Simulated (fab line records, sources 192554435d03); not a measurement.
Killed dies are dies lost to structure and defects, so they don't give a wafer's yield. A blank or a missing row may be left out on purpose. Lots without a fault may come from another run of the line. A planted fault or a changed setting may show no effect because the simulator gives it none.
fab line records | flow n5_finfet
record lots=6 wafers=18 last_day=18
route steps=1938 shown STI_FIN_REVEAL@184 PASSIVATION@1936
lots that met no fault: from a run of the same line without faults
start_h: hours from the record's first day to the start of the lot's first wafer shown | wait_h: hours since the lot's step before | " the same as in the row above | L1.1+2: a row that stands for several wafers | - no value, or no start given | * or withheld: withheld | < > ~ a bound
route shown NAME@n: a module of which the file shows steps, and the number in the route of the first | usual: mean/standard deviation of fault-free wafers | same: alike in all rows | chamber/n: place in a boat | sites: the reading at each site | _std_site: their standard deviation | _edge_site: outer sites' mean less inner sites' | radius_mm: how far each site lies from the wafer's centre | mask NAME#n: copy n | behind: the tool/chamber that last shaped the wafer | hold: why the lot was held/for how many hours/how that ended | device: the transistor (n, p or np) that didn't switch | end of line: the same wafers' tests at the end of the route | a step without rows: its recipe alone | killed: dies lost to structure and defects at the first sort, not the wafer's yield | map: a wafer's dies, x killed, . not, _ none there
set.NAME: the setting as run; set.NAME@STEP: as run at that earlier step | model.NAME: the simulator's own value behind a step, which no gauge read
lots at some steps of the route; a table a step, a row a wafer
services: from which hour (start_h, from the record's first day; less than 0 if before it) a tool's chamber was out of use, for how many hours, and why
## steps
# step N5_STI_FIN_REVEAL_ALD_14
# recipe material=Si3N4 target_thk_a=30 temp_c=400 ald_precursor_family=SiH2I2 ald_co_reactant=N2/H2-plasma pressure_torr=2
# step N5_STI_FIN_REVEAL_FCVD_FILL_01
# recipe material=SiO2_flowable target_thk_a=3120 temp_c=100 pressure_torr=0.8 rf_w=2000 time_s=512.2
# step N5_STI_FIN_REVEAL_DENSIFY_02
# recipe temp_c=650 ambient=steam time_s=1800 idle_temp_c=400 densification_p_h2o_torr=640
# step N5_STI_FIN_REVEAL_CMP_04
# recipe stop_on=Si3N4 t_overpolish_s=4 down_force_psi=2 platen_rpm=54.18 post_cmp_clean=alkaline_brush pad_velocity_m_s=1.078 target_thk_nm=131.83
# step N5_STI_FIN_REVEAL_THK_MEAS_05
# usual thk_nm=131.6/1.6
# columns lot.wafer tool chamber start_h wait_h thk_nm
L140.1 film_metro-01 - 33.17 - 133.2
L140.3 " - " " 131.3
L140.6 " - " " 132.2
L145.4 film_metro-02 - 64.12 - 136.4
L145.5 " - " " 130.7
L145.6 " - " " 130.6
L146.1 film_metro-02 - 70.86 - 131.9
L146.2 " - " " 131.1
L146.6 " - " " 132.6
L155.2 film_metro-01 - 123.31 - 135.4
L155.3 " - " " 130.1
L155.5 " - " " 134.2
L157.2 film_metro-01 - 136.39 - 131.2
L157.4 " - " " 131.3
L157.5 " - " " 131.3
L163.2 film_metro-02 - 171.65 - 132.2
L163.4 " - " " 129.9
L163.6 " - " " 131.6
# step N5_STI_FIN_REVEAL_DENSIFY_30
# recipe temp_c=* time_s=* ambient=N2 idle_temp_c=600 ramp_up_c_per_s=150 ramp_down_c_per_s=60 cool_to_c=600
# usual lamp_power_pct=11.53/0.052 wafer_temp_C_max=*
# columns lot.wafer tool chamber start_h wait_h lamp_power_pct wafer_temp_C_max
L140.1 rtp_anneal-02 0 33.36 0.2 11.56 *
L140.3 " 0 " " 11.52 *
L140.6 " 0 " " 11.50 *
L145.4 rtp_anneal-01 0 64.24 0.1 11.46 *
L145.5 " 0 " " 11.57 *
L145.6 " 0 " " 11.59 *
L146.1 rtp_anneal-01 0 70.89 0.0 11.55 *
L146.2 " 0 " " 11.53 *
L146.6 " 0 " " 11.53 *
L155.2 rtp_anneal-02 0 123.37 0.1 11.58 *
L155.3 " 0 " " 11.60 *
L155.5 " 0 " " 11.50 *
L157.2 rtp_anneal-01 0 136.45 0.1 11.56 *
L157.4 " 0 " " 11.51 *
L157.5 " 0 " " 11.54 *
L163.2 rtp_anneal-02 0 171.71 0.1 11.53 *
L163.4 " 0 " " 11.47 *
L163.6 " 0 " " 11.48 *
# step N5_STI_FIN_REVEAL_ETCHBACK_08
# recipe chemistry=C4F6/O2 target=SiO2 target_depth_a=305 time_s=10.167 ion_energy_ev=250 pressure_mtorr=30 source_w=345 bias_w=185 Ar_flow_sccm=300 C4F6_flow_sccm=10 O2_flow_sccm=10
# usual C4F6_flow_sccm=10.00/0.03 drypump_motor_current_A=5.9/0.49 oes_o_777_au=0.81/0.095 oes_product_au=0.80/0.082 rf_vpp_V=671/14 showerhead_plenum_p_Torr=2.92/0.089 throttle_valve_pct=21.1/0.32
# columns lot.wafer tool chamber start_h wait_h C4F6_flow_sccm drypump_motor_current_A oes_o_777_au oes_product_au rf_hours_counter_h rf_vpp_V showerhead_plenum_p_Torr throttle_valve_pct
L140.1 rie_diel-06 0 33.57 0.2 9.97 6.3 0.74 0.78 148 704 2.98 21.4
L140.3 " 2 " " 10.01 5.9 0.66 0.70 212 665 2.83 21.2
L140.6 " 3 " " 9.98 5.1 0.77 0.79 - 671 2.96 21.0
L145.4 rie_diel-04 0 64.50 0.2 9.98 5.0 1.03 0.94 11 663 2.81 21.4
L145.5 " 0 " " 10.02 5.0 1.03 0.94 - 664 2.80 21.4
L145.6 " 1 " " 9.97 5.8 0.70 0.71 - 662 2.95 21.0
L146.1 rie_diel-04 2 71.20 0.3 9.94 6.3 0.89 0.85 51 664 3.02 21.2
L146.2 " 3 " " 9.97 6.3 0.89 0.88 41 669 2.89 20.8
L146.6 " 2 " " 9.96 6.3 0.89 0.86 - 663 3.02 21.2
L155.2 rie_diel-06 0 123.55 0.2 10.02 6.3 0.72 0.74 180 704 2.96 21.5
L155.3 " 1 " " 10.06 6.5 0.89 0.90 28 654 3.02 21.1
L155.5 " 0 " " 10.04 6.4 0.71 0.75 - 704 2.96 21.5
L157.2 rie_diel-05 3 136.63 0.2 10.04 5.8 0.73 0.72 204 665 2.92 20.7
L157.4 " 3 " " 10.01 5.9 0.73 0.72 - 666 2.92 20.7
L157.5 " 0 " " 9.98 6.2 0.92 0.91 - 661 3.01 20.7
L163.2 rie_diel-05 2 172.01 0.3 9.94 5.4 0.83 0.85 72 677 2.77 20.8
L163.4 " 3 " " 9.95 5.9 0.73 0.71 216 666 2.92 20.7
L163.6 " 2 " " 9.97 5.4 0.82 0.84 - 678 2.77 20.8
# step N5_STI_FIN_REVEAL_STRIP_24
# recipe chemistry=N2/H2 time_s=90 power_w=100 temp_c=40 pressure_mtorr=100 rf_frequency_hz=6e+07 bias_power_w=3 n2_flow_sccm=300 h2_flow_sccm=300
# step N5_STI_FIN_REVEAL_PRECLEAN_25
# recipe chemistry=SPM time_s=90 temp_c=120 mix=4:1
# step N5_STI_FIN_REVEAL_PRECLEAN_26
# recipe chemistry=SC1 time_s=45 temp_c=46 mix=1:2:100
# step N5_STI_FIN_REVEAL_PRECLEAN_29
# recipe chemistry=DHF time_s=30 temp_c=25 dilution=300:1
# step N5_STI_FIN_REVEAL_SRD_12
# recipe time_s=30 temp_c=23 rinse_liquid=diw dry=ipa_marangoni
# step N5_STI_FIN_REVEAL_RECESS_09
# recipe chemistry=HF/NH3 target=SiO2 afs_cycles=11 target_depth_a=425 temp_c=30 sublimation_temp_c=180 sublimation_time_s=60
# usual drypump_motor_current_A=6.15/0.24 temp_c=30.03/0.11
# columns lot.wafer tool chamber start_h wait_h drypump_motor_current_A temp_c
L140.1 vapor_etch-02 1 34.02 0.0 6.29 30.05
L140.3 " 0 " " 6.44 30.00
L140.6 " 0 " " 6.45 30.03
L145.4 vapor_etch-01 1 65.32 0.6 5.87 29.95
L145.5 " 1 " " 5.88 30.00
L145.6 " 0 " " 5.92 30.15
L146.1 vapor_etch-01 1 71.45 0.0 5.90 29.93
L146.2 " 0 " " 5.90 30.18
L146.6 " 0 72.51 1.1 5.89 30.07
L155.2 vapor_etch-01 0 123.80 0.0 5.91 33.33
L155.3 " 0 " " 5.92 33.37
L155.5 " 1 " " 5.87 33.48
L157.2 vapor_etch-01 0 136.88 0.0 5.92 33.14
L157.4 " 1 " " 5.85 33.45
L157.5 " 1 " " 5.90 33.29
L163.2 vapor_etch-02 0 172.26 0.0 6.44 30.03
L163.4 " 0 " " 6.44 30.02
L163.6 " 0 " " 6.40 30.20
# step N5_STI_FIN_REVEAL_STRIP_16
# recipe chemistry=H3PO4 material=SiNx temp_c=165 target_depth_a=238 overetch_fraction=0.4964 dry=ipa_marangoni
# step N5_STI_FIN_REVEAL_PRECLEAN_17
# recipe chemistry=NF3:NH3 afs_cycles=1 temp_c=30 time_s=20 sublimation_temp_c=180 sublimation_time_s=60 pressure_torr=3 rf_power_w=30
# step N5_STI_FIN_REVEAL_ETCH_34
# recipe chemistry=H2 mode=isotropic material=Si target=Si target_depth_a=9.7 temp_c=20 pressure_mtorr=4.5 icp_w=300 bias_w=0 h2_flow_sccm=7.5 he_flow_sccm=142.5
# usual drypump_motor_current_A=5.9/0.39 oes_product_au=0.995/0.016 throttle_valve_pct=25.9/0.59
# columns lot.wafer tool chamber start_h wait_h drypump_motor_current_A oes_product_au rf_hours_counter_h throttle_valve_pct
L140.1 rie_si-02 1 36.17 0.2 5.5 0.987 38 26.4
L140.3 " 0 " " 6.2 1.005 80 26.0
L140.6 " 1 " " 5.5 0.983 - 26.4
L145.4 rie_si-01 0 66.88 0.1 5.5 1.010 86 25.9
L145.5 " 1 " " 6.0 1.004 - 25.6
L145.6 " 2 " " 5.6 0.968 - 25.5
L146.1 rie_si-02 3 73.54 0.2 6.8 0.981 40 25.1
L146.2 " 2 " " 6.1 1.013 2 25.9
L146.6 " 3 " " 6.8 0.981 - 25.1
L155.2 rie_si-01 2 125.89 0.1 5.6 0.976 6 25.5
L155.3 " 1 " " 6.0 1.009 79 25.6
L155.5 " 2 " " 5.6 0.966 - 25.5
L157.2 rie_si-01 3 138.97 0.1 6.2 1.002 77 27.0
L157.4 " 1 " " 6.0 1.008 79 25.6
L157.5 " 2 " " 5.6 0.977 - 25.5
L163.2 rie_si-01 2 174.50 0.2 5.6 0.979 7 25.5
L163.4 " 1 " " 6.0 1.006 80 25.6
L163.6 " 2 " " 5.6 0.980 - 25.5
# step N5_STI_FIN_REVEAL_OXIDATION_31
# recipe chemistry=O2_PLASMA_REMOTE temp_c=150 time_s=20 pressure_mtorr=1000 source_power_w=2000 o2_flow_sccm=3000
# usual drypump_motor_current_A=5.58/0.26 heater_power_w=153/14
# columns lot.wafer tool chamber start_h wait_h drypump_motor_current_A heater_power_w rf_hours_counter_h
L140.1 plasma_asher-02 1 36.23 0.0 5.81 157 84
L140.3 " 0 " " 5.18 132 -
L140.6 " 1 " " 5.79 163 -
L145.4 plasma_asher-01 1 66.96 0.1 5.54 167 -
L145.5 " 1 " " 5.54 171 -
L145.6 " 0 " " 5.83 162 -
L146.1 plasma_asher-01 1 73.60 0.0 5.53 169 36
L146.2 " 0 " " 5.86 160 36
L146.6 " 0 " " 5.86 161 -
L155.2 plasma_asher-02 1 125.95 0.0 5.78 156 101
L155.3 " 0 " " 5.18 132 -
L155.5 " 1 " " 5.81 159 -
L157.2 plasma_asher-02 1 139.17 0.2 5.80 161 104
L157.4 " 0 " " 5.20 131 -
L157.5 " 0 " " 5.21 130 -
L163.2 plasma_asher-01 0 174.56 0.0 5.84 157 54
L163.4 " 1 " " 5.55 173 -
L163.6 " 1 " " 5.55 166 -
# step N5_STI_FIN_REVEAL_PRECLEAN_32
# recipe chemistry=NF3:NH3 afs_cycles=1 temp_c=30 time_s=20 sublimation_temp_c=180 sublimation_time_s=60 pressure_torr=3 rf_power_w=30
# step N5_STI_FIN_REVEAL_STRIP_35
# recipe chemistry=H3PO4 material=Si3N4 temp_c=165 target_depth_a=40 time_s=39
# step N5_STI_FIN_REVEAL_SRD_21
# recipe dry=ipa_marangoni time_s=30 temp_c=23 rinse_liquid=diw
# step N5_STI_FIN_REVEAL_OXIDATION_33
# recipe chemistry=O2_PLASMA_REMOTE temp_c=150 time_s=20 pressure_mtorr=1000 source_power_w=2000 o2_flow_sccm=3000
# usual drypump_motor_current_A=5.62/0.23 heater_power_w=157/13
# columns lot.wafer tool chamber start_h wait_h drypump_motor_current_A heater_power_w rf_hours_counter_h
L140.1 plasma_asher-02 1 36.58 0.0 5.78 158 84
L140.3 " 0 " " 5.21 132 -
L140.6 " 1 " " 5.79 158 -
L145.4 plasma_asher-02 0 67.31 0.0 5.23 130 -
L145.5 " 1 " " 5.78 162 -
L145.6 " 0 " " 5.22 129 -
L146.1 plasma_asher-01 0 73.95 0.0 5.85 161 36
L146.2 " 1 " " 5.53 168 36
L146.6 " 1 " " 5.54 167 -
L155.2 plasma_asher-02 0 126.31 0.0 5.19 130 101
L155.3 " 1 " " 5.79 155 -
L155.5 " 0 " " 5.19 134 -
L157.2 plasma_asher-01 1 139.52 0.0 5.53 167 48
L157.4 " 0 " " 5.85 160 -
L157.5 " 0 " " 5.84 164 -
L163.2 plasma_asher-02 0 174.91 0.0 5.19 130 111
L163.4 " 1 " " 5.81 159 -
L163.6 " 0 " " 5.22 134 -
# step N5_STI_FIN_REVEAL_CLEAN_19
# recipe chemistry=O3/DIW temp_c=25 time_s=120 o3_ppm=10
# step N5_STI_FIN_REVEAL_SRD_23
# recipe dry=ipa_marangoni time_s=30 temp_c=23 rinse_liquid=diw
# step N5_STI_FIN_REVEAL_CD_MEAS_22
# recipe target_cd_nm=6.238 pitch_nm=28 polarity=line
# usual cd_nm=6.2/0.33
# columns lot.wafer tool chamber start_h wait_h cd_nm
L140.1 cd_sem-01 - 36.74 0.0 5.7
L140.3 " - " " 6.6
L140.6 " - " " 6.5
L145.4 cd_sem-02 - 67.46 0.0 6.8
L145.5 " - " " 6.2
L145.6 " - " " 6.1
L146.1 cd_sem-02 - 74.11 0.0 6.5
L146.2 " - " " 6.0
L146.6 " - " " 5.8
L155.2 cd_sem-01 - 126.48 0.0 6.5
L155.3 " - " " 6.3
L155.5 " - " " 6.5
L157.2 cd_sem-02 - 139.69 0.0 6.5
L157.4 " - " " 6.4
L157.5 " - " " 6.0
L163.2 cd_sem-02 - 175.08 0.0 6.0
L163.4 " - " " 6.1
L163.6 " - " " 6.6
# step N5_STI_FIN_REVEAL_FIN_H_MEAS_10
# usual trench_depth_nm=52.3/0.78
# columns lot.wafer tool chamber start_h wait_h trench_depth_nm
L140.1 ocd-02 - 36.77 0.0 52.5
L140.3 " - " " 52.3
L140.6 " - " " 52.6
L145.4 ocd-01 - 67.49 0.0 51.5
L145.5 " - " " 51.9
L145.6 " - " " 51.7
L146.1 ocd-01 - 74.15 0.0 52.4
L146.2 " - " " 52.4
L146.6 " - " " 52.5
L155.2 ocd-02 - 126.51 0.0 48.4
L155.3 " - " " 49.4
L155.5 " - " " 49.1
L157.2 ocd-02 - 139.72 0.0 47.0
L157.4 " - " " 47.4
L157.5 " - " " 47.7
L163.2 ocd-02 - 175.11 0.0 52.4
L163.4 " - " " 50.8
L163.6 " - " " 52.5
# step N5_STI_FIN_REVEAL_PRECLEAN_18
# recipe chemistry=SC2 time_s=45 temp_c=35 mix=1:1:50
# step N5_PASSIVATION_PROBE_49
# usual killed_at_M0_to_M3=33/9.9 killed_at_M4_up=15/5.6 killed_at_contacts=13/5.7 killed_at_front_end=38/12 killed_at_other=4/3.1 killed_dies=103/17 killed_open=66/13 killed_short=32/7.8
# same gross_dies=1180 killed_at_back_side=0
# columns lot.wafer tool chamber start_h wait_h killed_at_M0_to_M3 killed_at_M4_up killed_at_contacts killed_at_front_end killed_at_other killed_dies killed_open killed_short
L157.2 prober-01 - 389.09 0.1 54 12 11 31 9 117 64 47
L157.4 prober-01 - 389.19 0.2 34 31 11 44 5 125 83 37
L157.5 prober-01 - 389.24 0.2 30 15 19 33 2 99 75 20
# killed by level:class
L157.2 BEOL_M3:geometric_particle:open=16 BEOL_M0_SAQP:geometric_particle:short=8 BEOL_M0_SAQP:geometric_particle:open=8 BEOL_M2:geometric_particle:open=7 MOL_CONTACT_COAG:geometric_particle:open=6 GATE_CUT:geometric_particle:short=5 BEOL_M6:geometric_particle:open=5 STARTING-WAFER:geometric_particle:short=5
L157.4 BEOL_M4:geometric_particle:open=19 FIN_SAQP:geometric_particle:open=14 BEOL_M3:geometric_particle:open=10 MOL_CONTACT_COAG:geometric_particle:open=8 FIN_SAQP:geometric_particle:short=7 BEOL_M4:geometric_particle:short=7 BEOL_M1:geometric_particle:open=7 BEOL_M0_SAQP:geometric_particle:open=6
L157.5 MOL_CONTACT_COAG:geometric_particle:open=17 BEOL_M2:geometric_particle:open=13 BEOL_M4:geometric_particle:open=10 FIN_SAQP:geometric_particle:open=7 DUMMY_GATE:geometric_particle:open=5 ILD0:geometric_particle:short=5 BEOL_M0_SAQP:geometric_particle:open=5 GATE_CUT:geometric_particle:short=3
## services
# columns tool chamber start_h hours kind
rie_si-02 2 10.18 44.4 repair
rie_diel-04 0 14.81 - clean
rie_diel-04 0 14.81 - consumable_replace:focus_ring
rie_diel-04 0 14.81 16.2 scheduled_down
rie_diel-04 0 14.81 16.2 vent_cycle
plasma_asher-01 - 23.69 1.1 repair
rie_diel-06 1 26.36 - clean
rie_diel-06 1 26.36 - consumable_replace:focus_ring
rie_diel-06 1 26.36 - consumable_replace:showerhead
rie_diel-06 1 26.36 16.9 scheduled_down
rie_diel-06 1 26.36 16.9 vent_cycle
rie_diel-05 - 47.62 0.7 repair
rie_diel-06 2 59.96 2.2 repair
vapor_etch-02 0 60.08 22.2 repair
rie_diel-04 1 65.80 6.9 repair
rie_diel-05 0 73.10 - clean
rie_diel-05 0 73.10 - consumable_replace:focus_ring
rie_diel-05 0 73.10 - consumable_replace:showerhead
rie_diel-05 0 73.10 18.2 scheduled_down
vapor_etch-01 - 80.07 0.1 repair
rie_si-01 0 83.12 11.9 repair
rie_si-02 3 93.25 2.0 repair
rie_diel-05 2 133.03 8.9 repair
rie_diel-04 - 137.93 0.3 repair
## key
first_sign step=N5_STI_FIN_REVEAL_RECESS_09 reading=temp_c direction=up sigmas=31 usual=* struck=*
effect step=N5_STI_FIN_REVEAL_FIN_H_MEAS_10 reading=trench_depth_nm direction=down sigmas=5.2 usual=52.3 struck=48.2
met_at N5_STI_FIN_REVEAL_RECESS_09
struck_wafers L155.2,L155.3,L155.5,L157.2,L157.4,L157.5
tester_left_out L155,L157
onset_between 71.45 123.80
fault kind=process_parameter_drift tool=vapor_etch-01 chamber=- onset_h=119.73 steps=N5_STI_FIN_REVEAL_RECESS_09 channel=temp_c offset=* shape=step end_h=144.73 acts_in=* stated=*
# tester_left_out: of these lots the tester's yield and bins aren't shown, on N5 and GAA mostly nor the transistor test; their killed dies are dies lost to structure and defects alone, not to doping, threshold or leakage, so they don't give the yield
